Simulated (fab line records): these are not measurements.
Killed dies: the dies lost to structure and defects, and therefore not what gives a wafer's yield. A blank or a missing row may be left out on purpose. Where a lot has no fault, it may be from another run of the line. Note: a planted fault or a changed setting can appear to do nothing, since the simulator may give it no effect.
Split-lot trial | flow n5-finfet | 7 lots, 21 wafers read, on a route of 1938 steps

## SPLIT DETAILS
At N5_SD_EPI_N_EPI_21 (deposits Si:P, time 690 s), the setting temp-c was moved away from the recipe's 680 C on 6 of the 21 wafers read, by -0.7% to +0.6%. For the rest of the wafers, this setting stayed at what the recipe calls for.

## FROM THE SPLIT TO THE READING: what the file shows between them, 10 steps
- N5_SD_EPI_N_EPI_MEAS_23
- N5_SD_EPI_N_PRECLEAN_24: cleans in O3/DIW, time 60 s
- N5_SD_EPI_N_SRD_25: time 30 s
- N5_SD_EPI_N_PRECLEAN_49: cleans in NF3:NH3, afs cycles 1, time 20 s, sublimation time 60 s
- N5_SD_EPI_P_EPI_21: deposits SiGe:B, time 355 s
- N5_SD_EPI_P_HM_STRIP_48: strips SiNx in H3PO4, material SiNx, target depth 3 nm
- N5_SD_EPI_P_SRD_49: time 30 s
- N5_SD_EPI_P_PRECLEAN_24: cleans in O3/DIW, time 45 s
- N5_SD_ACTIVATION_RTA_00: time 0 s
- N5_SD_ACTIVATION_LSA_01: time 0.0008 s

## THE READING
RS_SD_N (ohm/sq), read at N5_SD_ACTIVATION_RS_MEAS_03 with a four-point probe. Fault-free wafers of this fab line usually give 21.90 ohm/sq, standard deviation 0.27 ohm/sq.

wafer  | tool, chamber at the split | temp-c as run, C | against the recipe | RS_SD_N, ohm/sq | against lot-mates on the recipe
L074.3 | epi-rpcvd-01, 0            | 680              | recipe             | 22.00           | -
L074.5 | epi-rpcvd-01, 0            | 680              | recipe             | 22.12           | -
L074.6 | epi-rpcvd-01, 0            | 681.5            | +0.2%              | 21.09           | -0.97
L077.1 | epi-rpcvd-01, 0            | 680              | recipe             | 21.92           | -
L077.4 | epi-rpcvd-01, 0            | 680              | recipe             | 22.56           | -
L077.5 | epi-rpcvd-01, 0            | 680              | recipe             | 21.87           | -
L086.1 | epi-rpcvd-03, 0            | 680              | recipe             | 21.83           | -
L086.3 | epi-rpcvd-03, 0            | 675.2            | -0.7%              | 23.46           | +1.47
L086.6 | epi-rpcvd-03, 0            | 680              | recipe             | 22.15           | -
L087.1 | epi-rpcvd-03, 0            | 676.9            | -0.5%              | 23.04           | +1.01
L087.2 | epi-rpcvd-03, 0            | 680              | recipe             | 22.03           | -
L087.6 | epi-rpcvd-03, 0            | 676.9            | -0.5%              | 23.18           | +1.15
L091.3 | epi-rpcvd-03, 0            | 680              | recipe             | 21.88           | -
L091.4 | epi-rpcvd-03, 0            | 680              | recipe             | 22.23           | -
L091.6 | epi-rpcvd-03, 0            | 680              | recipe             | 21.76           | -
L093.1 | epi-rpcvd-02, 0            | 680              | recipe             | 21.52           | -
L093.2 | epi-rpcvd-02, 0            | 684.3            | +0.6%              | 20.31           | -1.43
L093.4 | epi-rpcvd-02, 0            | 680              | recipe             | 21.96           | -
L094.2 | epi-rpcvd-02, 0            | 680              | recipe             | 22.19           | -
L094.4 | epi-rpcvd-02, 0            | 680              | recipe             | 22.17           | -
L094.6 | epi-rpcvd-02, 0            | 682.6            | +0.4%              | 20.81           | -1.37

THE FIT
A straight line over all 21 wafers: RS_SD_N changes by -2.51 ohm/sq for each +1% of temp-c; r = -0.95; the points scatter about the line by 0.24 ohm/sq.
The same after taking each lot's own level away (the mean of its wafers on the recipe; 21 wafers): -2.44 ohm/sq for each +1%; r = -0.95; scatter 0.23 ohm/sq.
The reading moves by 1.7 ohm/sq for the largest change in temp-c, on that fit.
The span of the lots' own levels, 21.740 to 22.180 ohm/sq, comes to 1.6 times the standard deviation stated above.
The two slopes are in agreement: the lot-to-lot level therefore moves the slope only a little.
Check: +1.79 ohm/sq against its lot-mates is what the line predicts for one of the wafers moved furthest among these (-0.7%) when that wafer is left out of the fit. It came out at +1.47 ohm/sq against them.

## OTHER SPLITS APPLIED TO THESE WAFERS
These wafers also went through other splits before the reading. Each is held against what the fit with the lots' levels taken away leaves over:
other split on the same wafers          | wafers away from the commonest value | r with RS_SD_N (lot level and that fit taken away)
N5_ZERO_LAYER_EXPOSE_08 dose-mj         | 6                                    | -0.13
N5_ZERO_LAYER_DEVELOP_10 develop-time-s | 7                                    | -0.13
N5_FIN_CUT_CUT_ETCH_15 time-s           | 5                                    | -0.16
N5_DUMMY_GATE_COAT_34 spin-rpm          | 8                                    | -0.20
N5_SD_EPI_N_ETCH_45 target-depth-a      | 4                                    | +0.17

## THE WHOLE CHAIN: every reading that the file lists as answering this split, in the file's order
step                        | what it does                                           | reading                                                                         | change (the file's fit)              | r (the file's)
N5_SD_EPI_N_EPI_21          | deposits Si:P, time 690 s                              | Si-P_of_SD_EPI_N_EPI_21.thk-nm (the simulator's own value, which no gauge read) | +6.78 nm for each +1% of the setting | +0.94
N5_SD_EPI_N_EPI_MEAS_23     |                                                        | thk-nm                                                                          | withheld for each +1% of the setting | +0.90
N5_SD_EPI_N_PRECLEAN_24     | cleans in O3/DIW, time 60 s                            | Si-P_of_SD_EPI_N_EPI_21.thk-nm (the simulator's own value, which no gauge read) | +6.54 nm for each +1% of the setting | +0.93
N5_SD_EPI_P_HM_STRIP_48     | strips SiNx in H3PO4, material SiNx, target depth 3 nm | Si-P_of_SD_EPI_N_EPI_21.thk-nm (the simulator's own value, which no gauge read) | +6.59 nm for each +1% of the setting | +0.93
N5_SD_ACTIVATION_RS_MEAS_03 | measures by four-point-probe                           | RS_SD_N                                                                         | -2.44 for each +1% of the setting    | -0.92

## FILE'S OWN FIT
RS_SD_N changes by -2.44 ohm/sq for each +1% of temp-c, r = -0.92.
